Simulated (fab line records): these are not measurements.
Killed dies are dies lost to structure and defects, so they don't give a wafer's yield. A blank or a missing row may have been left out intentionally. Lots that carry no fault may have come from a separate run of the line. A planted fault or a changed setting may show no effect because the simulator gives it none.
fab line records -- flow n5Finfet -- part 2 of 2: steps 23 to 31 of 31
record lots=5, wafers=15, lastDay=17
route steps=1938 shown BEOL_M9@1424
lots that met no fault: from a run of the same line without faults
startH: the number of hours between the record's first day and the start of the first shown wafer of the lot -- waitH: how many hours have passed since the lot's step before this one -- " identical to the entry in the row above -- L1.1+2: one row covering several wafers at once -- - no value present, or no start provided -- * or withheld: withheld -- < > ~ a bound
route shown NAME@n: a module of which the file shows steps, and the number in the route of the first -- usual: the fault-free wafers' mean and standard deviation -- same: alike in all rows -- chamber/n: place in a boat -- sites: each site's reading -- _std_site: standard deviation across them -- _edge_site: outer sites' mean less inner sites' -- radiusMm: how far each site lies from the wafer's centre -- mask NAME#n: copy n -- behind: the most recent tool/chamber to have shaped the wafer -- hold: the reason the lot was held/the length of the hold in hours/how it ended -- device: the transistor (n, p or np) that didn't switch -- end of line: the same wafers' tests at the end of the route -- where a step has no rows: the recipe by itself -- killed: at the first sort, the dies lost to defects and structure; wafer yield is something else -- map: per-die view of a wafer (x killed, . not killed, _ where there is no die)
set.NAME: the setting as run; set.NAME@STEP: as run at that earlier step -- model.NAME: the simulator's own value behind a step, which no gauge read
lots seen at some steps along the route; tables by step, rows by wafer
services: the hour from which a tool's chamber was out of use, counted from the record's first day as startH (under 0 if before that day), plus the number of hours and why
## steps
# step N5_BEOL_M9_TRENCH_ETCH_37
# recipe chemistry=C4F6/O2, targetDepthA=1514.3, target=SiCOH_lowk, timeS=49, ionEnergyEv=250, pressureMtorr=30, sourceW=345, biasW=185, Ar_flow_sccm=300, C4F6_flow_sccm=10, O2_flow_sccm=10
# usual drypumpMotorCurrentA=5.8/0.45, oesProductAu=0.81/0.1, rfVppV=667/12, showerheadPlenumPTorr=2.86/0.1, throttleValvePct=21.00/0.2
lot.wafer,tool,chamber,startH,waitH,drypumpMotorCurrentA,oesProductAu,rfHoursCounterH,rfVppV,showerheadPlenumPTorr,throttleValvePct
L074.2,rieDiel-06,3,-,-,5.9,0.89,43,684,2.79,20.89
L074.3,rieDiel-06,1,-,-,6.2,0.76,167,664,2.94,21.21
L074.5,rieDiel-06,1,-,-,6.2,0.75,-,664,2.94,21.22
L076.1,rieDiel-01,3,-,-,5.9,0.97,8,665,2.78,20.83
L076.2,rieDiel-01,0,-,-,6.7,0.73,223,655,2.82,20.99
L076.5,rieDiel-01,0,-,-,6.7,0.72,-,655,2.83,21.01
L085.2,rieDiel-01,0,-,-,6.7,0.72,237,653,2.82,21.02
L085.3,rieDiel-01,3,-,-,5.9,0.91,22,665,2.78,20.84
L085.5,rieDiel-01,0,-,-,6.7,0.71,-,655,2.82,21.01
L090.1,rieDiel-01,2,-,-,6.0,0.69,189,648,2.74,20.85
L090.3,rieDiel-01,3,-,-,5.9,0.89,35,665,2.77,20.83
L090.5,rieDiel-01,3,-,-,5.9,0.89,-,664,2.77,20.87
L093.3,rieDiel-01,2,-,-,6.0,0.68,197,647,2.74,20.85
L093.5,rieDiel-01,1,-,-,4.9,0.67,-,673,2.92,21.14
L093.6,rieDiel-01,2,-,-,6.0,0.68,-,649,2.74,20.87
# step N5_BEOL_M9_ETCH_41
# recipe chemistry=CH3F/O2, target=SiCN, targetDepthA=366, taperDeg=2, timeS=70.1, ionEnergyEv=120, maskMaterial=TiN, pressureMtorr=30, sourceW=395, biasW=75, Ar_flow_sccm=150, CH3F_flow_sccm=30, O2_flow_sccm=20
# usual CH3F_flow_sccm=29.99/0.088, drypumpMotorCurrentA=5.8/0.45, oesProductAu=0.81/0.1, rfVppV=297.6/1.7, showerheadPlenumPTorr=2.01/0.075, throttleValvePct=16.37/0.2
lot.wafer,tool,chamber,startH,waitH,CH3F_flow_sccm,drypumpMotorCurrentA,oesProductAu,rfHoursCounterH,rfVppV,showerheadPlenumPTorr,throttleValvePct
L074.2,rieDiel-06,3,-,-,30.09,5.9,0.88,43,297.5,1.96,16.24
L074.3,rieDiel-06,1,-,-,30.13,6.2,0.75,167,300.8,2.07,16.61
L074.5,rieDiel-06,1,-,-,30.11,6.2,0.76,-,299.4,2.07,16.64
L076.1,rieDiel-01,3,-,-,29.89,5.9,0.98,8,296.0,1.95,16.15
L076.2,rieDiel-01,0,-,-,30.00,6.7,0.72,223,297.3,1.98,16.44
L076.5,rieDiel-01,0,-,-,29.97,6.7,0.73,-,297.8,1.98,16.42
L085.2,rieDiel-01,0,-,-,29.93,6.7,0.72,237,297.5,1.98,16.45
L085.3,rieDiel-01,3,-,-,29.95,5.9,0.93,22,295.6,1.95,16.19
L085.5,rieDiel-01,0,-,-,30.11,6.7,0.71,-,295.6,1.98,16.45
L090.1,rieDiel-01,2,-,-,29.92,6.0,0.69,189,295.6,1.92,16.25
L090.3,rieDiel-01,3,-,-,30.05,5.9,0.92,35,297.2,1.95,16.24
L090.5,rieDiel-01,3,-,-,30.00,5.9,0.90,-,295.8,1.95,16.23
L093.3,rieDiel-01,2,-,-,29.87,6.1,0.68,197,295.2,1.92,16.28
L093.5,rieDiel-01,1,-,-,30.11,4.9,0.68,-,298.6,2.05,16.58
L093.6,rieDiel-01,2,-,-,30.06,6.0,0.69,-,294.3,1.92,16.28
# step N5_BEOL_M9_STRIP_80
# recipe chemistry=N2/H2, timeS=10, powerW=450, tempC=40, pressureMtorr=20, rfFrequencyHz=6e+07, biasPowerW=7, n2FlowSccm=200, h2FlowSccm=200
# usual drypumpMotorCurrentA=5.8/0.45, n2FlowSccm=200.1/0.69, oesProductAu=0.81/0.1, rfVppV=59.3/0.89, showerheadPlenumPTorr=2.56/0.097, throttleValvePct=23.7/0.31
lot.wafer,tool,chamber,startH,waitH,drypumpMotorCurrentA,n2FlowSccm,oesProductAu,rfHoursCounterH,rfVppV,showerheadPlenumPTorr,throttleValvePct
L074.2,rieDiel-06,3,-,-,5.9,199.7,0.88,43,59.5,2.48,23.5
L074.3,rieDiel-06,1,-,-,6.2,200.2,0.76,167,60.6,2.64,24.0
L074.5,rieDiel-06,1,-,-,6.2,200.5,0.75,-,60.0,2.64,24.0
L076.1,rieDiel-01,3,-,-,5.8,199.7,0.96,8,58.8,2.49,23.4
L076.2,rieDiel-01,0,-,-,6.7,200.4,0.72,223,57.6,2.52,23.6
L076.5,rieDiel-01,0,-,-,6.7,200.9,0.72,-,58.5,2.52,23.6
L085.2,rieDiel-01,0,-,-,6.7,200.3,0.71,237,59.1,2.52,23.7
L085.3,rieDiel-01,3,-,-,5.9,199.6,0.92,22,59.5,2.48,23.5
L085.5,rieDiel-01,0,-,-,6.7,200.1,0.72,-,59.5,2.52,23.7
L090.1,rieDiel-01,2,-,-,6.0,200.7,0.70,189,58.6,2.42,23.4
L090.3,rieDiel-01,3,-,-,5.9,199.4,0.87,35,58.7,2.48,23.5
L090.5,rieDiel-01,3,-,-,5.9,200.9,0.88,-,58.6,2.48,23.5
L093.3,rieDiel-01,2,-,-,6.0,199.9,0.70,197,59.6,2.42,23.4
L093.5,rieDiel-01,1,-,-,4.9,200.0,0.67,-,58.2,2.61,23.8
L093.6,rieDiel-01,2,-,-,6.0,200.1,0.71,-,58.9,2.42,23.4
# step N5_BEOL_M9_OCD_MEAS_38
# usual trenchDepthNm=151/3.3
lot.wafer,tool,chamber,startH,waitH,trenchDepthNm
L074.2,ocd-01,-,214.62,-,152
L074.3,ocd-01,-,214.62,-,155
L074.5,ocd-01,-,214.62,-,155
L076.1,ocd-02,-,214.91,-,158
L076.2,ocd-02,-,214.91,-,152
L076.5,ocd-02,-,214.91,-,151
L085.2,ocd-01,-,270.09,-,153
L085.3,ocd-01,-,270.09,-,155
L085.5,ocd-01,-,270.09,-,151
L090.1,ocd-02,-,316.43,-,147
L090.3,ocd-02,-,316.43,-,153
L090.5,ocd-02,-,316.43,-,154
L093.3,ocd-01,-,338.44,-,145
L093.5,ocd-01,-,338.44,-,150
L093.6,ocd-01,-,338.44,-,146
# step N5_BEOL_M9_HM_STRIP_39
# recipe chemistry=peroxideTinStrip, material=TiN, targetDepthA=250, tempC=50, timeS=158
lot.wafer,tool,chamber,startH,waitH
L074.2+3+5,wetBench-06,"3,2,4",214.65,0.0
L076.1+2+5,wetBench-06,"4,0,1",214.95,0.0
L085.2+3+5,wetBench-06,"2,5,0",270.13,0.0
L090.1+3+5,wetBench-03,"6,7,1",316.46,0.0
L093.3+5+6,wetBench-03,"4,5,2",338.47,0.0
# step N5_BEOL_M9_SRD_40
# recipe timeS=30, tempC=23, rinseLiquid=diw, dry=ipaMarangoni
lot.wafer,tool,chamber,startH,waitH
L074.2+3+5,wetBench-06,"3,2,4",214.69,0.0
L076.1+2+5,wetBench-06,"4,0,1",214.99,0.0
L085.2+3+5,wetBench-06,"2,5,0",270.17,0.0
L090.1+3+5,wetBench-03,"6,7,1",316.51,0.0
L093.3+5+6,wetBench-03,"4,5,2",338.52,0.0
# step N5_BEOL_M9_PRECLEAN_42
# recipe chemistry=residueRemover, timeS=60, tempC=40
lot.wafer,tool,chamber,startH,waitH
L074.2+3+5,wetBench-06,"3,2,4",214.71,0.0
L076.1+2+5,wetBench-06,"4,0,1",215.01,0.0
L085.2+3+5,wetBench-06,"2,5,0",270.19,0.0
L090.1+3+5,wetBench-03,"6,7,1",316.53,0.0
L093.3+5+6,wetBench-03,"4,5,2",338.53,0.0
# step N5_BEOL_M9_SRD_43
# recipe timeS=30, tempC=23, rinseLiquid=diw, dry=ipaMarangoni
lot.wafer,tool,chamber,startH,waitH
L074.2+3+5,wetBench-06,"3,2,4",214.73,0.0
L076.1+2+5,wetBench-06,"4,0,1",215.03,0.0
L085.2+3+5,wetBench-06,"2,5,0",270.21,0.0
L090.1+3+5,wetBench-03,"6,7,1",316.54,0.0
L093.3+5+6,wetBench-03,"4,5,2",338.55,0.0
# step N5_BEOL_M9_CD_MEAS_35
# recipe targetCdNm=70, targetCdYNm=40, polarity=opening
# usual cdNm=70.2/0.64
lot.wafer,tool,chamber,startH,waitH,cdNm
L074.2,cdSem-02,-,214.77,0.0,69.6
L074.3,cdSem-02,-,214.77,0.0,69.6
L074.5,cdSem-02,-,214.77,0.0,69.6
L076.1,cdSem-01,-,215.07,0.0,69.6
L076.2,cdSem-01,-,215.07,0.0,68.3
L076.5,cdSem-01,-,215.07,0.0,69.5
L085.2,cdSem-02,-,270.25,0.0,69.5
L085.3,cdSem-02,-,270.25,0.0,70.5
L085.5,cdSem-02,-,270.25,0.0,70.3
L090.1,cdSem-02,-,316.59,0.0,69.9
L090.3,cdSem-02,-,316.59,0.0,70.2
L090.5,cdSem-02,-,316.59,0.0,70.0
L093.3,cdSem-03,-,338.59,0.0,70.6
L093.5,cdSem-03,-,338.59,0.0,69.8
L093.6,cdSem-03,-,338.59,0.0,69.8
## services
tool,chamber,startH,hours,kind
euvScanner-02,-,209.85,1.0,pm
rieDiel-06,0,213.94,-,clean
rieDiel-06,0,213.94,-,consumableReplace:focusRing
rieDiel-06,0,213.94,-,consumableReplace:showerhead
rieDiel-06,0,213.94,17.7,scheduledDown
rieDiel-06,0,213.94,17.7,ventCycle
euvScanner-01,-,225.29,1.0,pm
euvScanner-01,-,227.85,2.0,repair
lithoTrack-05,-,239.15,-,consumableReplace:filter
euvScanner-02,-,242.12,6.2,pm
euvScanner-02,-,248.37,4.6,pm
lithoTrack-05,-,251.77,-,consumableReplace:filter
euvScanner-01,-,256.83,20.9,repair
euvScanner-02,-,282.27,1.0,pm
euvScanner-01,-,283.15,0.9,repair
euvScanner-01,-,284.09,1.0,pm
rieDiel-01,0,299.00,10.6,repair
lithoTrack-02,-,309.28,-,consumableReplace:filter
euvScanner-02,-,322.15,1.0,pm
euvScanner-01,-,326.27,72.0,pm
rieDiel-01,0,329.32,-,clean
rieDiel-01,0,329.32,-,consumableReplace:focusRing
rieDiel-01,0,329.32,14.9,scheduledDown
rieDiel-01,0,329.32,14.9,ventCycle
